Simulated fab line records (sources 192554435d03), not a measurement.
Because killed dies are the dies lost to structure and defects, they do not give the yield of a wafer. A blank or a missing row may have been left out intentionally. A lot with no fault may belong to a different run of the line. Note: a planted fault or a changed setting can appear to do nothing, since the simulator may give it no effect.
A struck lot beside a sound one    flow n5 finfet    28 out of 1938 route steps
Sound: these wafers, L993.1, L993.2, L993.5. Wafers L103.1, L103.3, L103.6 were the ones struck. The cause is given at the end.
Each step with rows lists, per side, the tool, then ch with its chambers, then its first start. Under that, the readings that differ: sound wafers    struck wafers    difference of the means    sigmas: that difference in standard deviations of wafers without a fault.
alike: readings whose means differ by less than 2 such deviations, and words and numbers that are the same on both sides. not compared: withheld readings, readings that some wafer has no value for, bounds like >300 that may hide the same value, and numbers for which the record gives no deviation and whose values overlap.
Wherever a step has rows on one side only, a row that says differs or no value, or a row with sigmas, the two part there. Numbers that have no deviation but don't overlap get no sigmas and don't part them. A reading missing from all wafers of one side parts the sides only when that side holds two or more wafers.

first, 9 steps without rows for these wafers: N5_FIN_SAQP_PRECLEAN_38 (cleans in O3/DIW, time 45 s); N5_FIN_SAQP_PRECLEAN_45 (cleans in dHF, time 10 s); N5_FIN_SAQP_SRD_39 (time 30 s); N5_FIN_CUT_COAT_18 (time 60 s, resist thk 230 nm); N5_FIN_CUT_COAT_19 (time 60 s, resist thk 20 nm); N5_FIN_CUT_COAT_29 (time 60 s, resist thk 10 nm); N5_FIN_CUT_COAT_02 (resist thk 30 nm); N5_FIN_CUT_EBR_04; N5_FIN_CUT_SOFTBAKE_03 (time 60 s).
N5_FIN_CUT_EXPOSE_05: exposes mask FIN CUT.
  sound on euv scanner-02 ch 0, day 3 14:47; struck on euv scanner-01 ch 0, day 6 03:52
reading               sound              struck             difference  sigmas
exposure dose mJ cm2  45.73 45.72 45.66  39.50 39.46 39.50  -6.22       -99 or more
  alike: mask
then, 2 steps without rows for these wafers: N5_FIN_CUT_PEB_06 (peb time 60 s); N5_FIN_CUT_DEVELOP_07 (develop time 30 s).
N5_FIN_CUT_CD_MEAS_08: the cd target is 29.1 nm.
  sound on cd sem-01 ch 0, day 3 14:55; struck on cd sem-01 ch 0, day 6 04:00
reading     sound              struck             difference  sigmas
cd nm (nm)  29.30 29.08 29.36  26.42 26.96 26.78  -2.53       -12
then, 1 step without rows for these wafers: N5_FIN_CUT_DESCUM_13 (chemistry O2, time 7 s).
N5_FIN_CUT_ETCH_30: etches underlayer in N2/H2, target depth 13 nm, time 10.4 s.
  sound on rie diel-04 ch 0,2, day 3 15:04; struck on rie diel-03 ch 1,3, day 6 04:10
reading                          sound              struck             difference  sigmas
oes product au (a.u.)            0.81 0.61 0.80     0.61 0.59 0.61     -0.14       -2
throttle valve pct (%)           17.31 18.16 17.31  18.23 18.07 18.23  +0.58       +2
model.FIN_CUT.cd offset nm (nm)  0.2 -0.2 0.2       -2.4 -2.4 -2.4     -2.5        
  alike: drypump motor current A, etch rf on time s, rf vpp V, showerhead plenum p Torr
  not compared: rf hours counter h
then, 9 steps without rows for these wafers: N5_FIN_CUT_ETCH_20 (etches SiARC in CF4, target depth 26 nm, time 43.3 s); N5_FIN_CUT_ETCH_21 (etches SOC in N2/H2, target depth 219 nm, overetch 43.8 nm, time 523.5 s); N5_FIN_CUT_STRIP_23 (strips in N2/H2); N5_FIN_CUT_STRIP_31 (strips in N2/H2); N5_FIN_CUT_STRIP_24 (strips in CF4); N5_FIN_CUT_CUT_ETCH_26 (etches SiNx in CH3F/O2, target depth 39 nm, time 55.7 s); N5_FIN_CUT_CUT_ETCH_27 (etches SiO2 in CHF3/O2, target depth 4 nm, overetch 2 nm, time 4.9 s); N5_FIN_CUT_PRECLEAN_35 (cleans in vHF, time 13.3 s); N5_FIN_CUT_CUT_ETCH_15 (etches Si in HBr/Cl2/O2, target depth 100 nm, bt time 10 s, time 42.4 s).
N5_FIN_CUT_CUT_ETCH_28: etches Si in HBr/Cl2/O2, target depth 6 nm, time 2.4 s.
  sound on rie si-06 ch 0,1,2, day 3 15:43; struck on rie si-06 ch 0,2,3, day 6 04:49
reading                          sound       struck        difference  sigmas
model.FIN_CUT.cd offset nm (nm)  0 0.4 -0.4  -2.8 -2.4 -3  -2.7        
  alike: drypump motor current A, oes product au, throttle valve pct
  not compared: rf hours counter h
then, 1 step without rows for these wafers: N5_FIN_CUT_STRIP_22 (strips in N2/H2).
-- a jump in the record: the struck wafers' starts before and after are 6 days apart (it breaks off in module FIN_CUT and resumes in module BEOL_M4, where the first step shown is number 1111 of the route) --
N5_BEOL_M4_RC_MEAS_101:
  sound on prober-01 ch 0, day 9 11:46; struck on prober-01 ch 0, day 12 04:24
  alike: DIBL_N, DIBL_P, IOFF_N, IOFF_P, ION_N, ION_P, SS_N, SS_P, VT_N, VT_P
-- the record jumps here: 4 days lie between the struck wafers' starts before and after (it left off in module BEOL_M4 and takes up again in module PASSIVATION, whose first step shown is number 1936 of the route) --
N5_PASSIVATION_PROBE_49:
  only the struck wafers here have rows in the record (prober-02, day 16 13:56); the sound ones have none

== WHERE THEY PART ==
First at N5_FIN_CUT_EXPOSE_05; last, within this record, at N5_PASSIVATION_PROBE_49.

WHY: whatever the simulator had introduced
Process parameter drift: euv scanner-01, from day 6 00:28 on, at N5_FIN_CUT_EXPOSE_05. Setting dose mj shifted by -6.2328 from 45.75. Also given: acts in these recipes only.
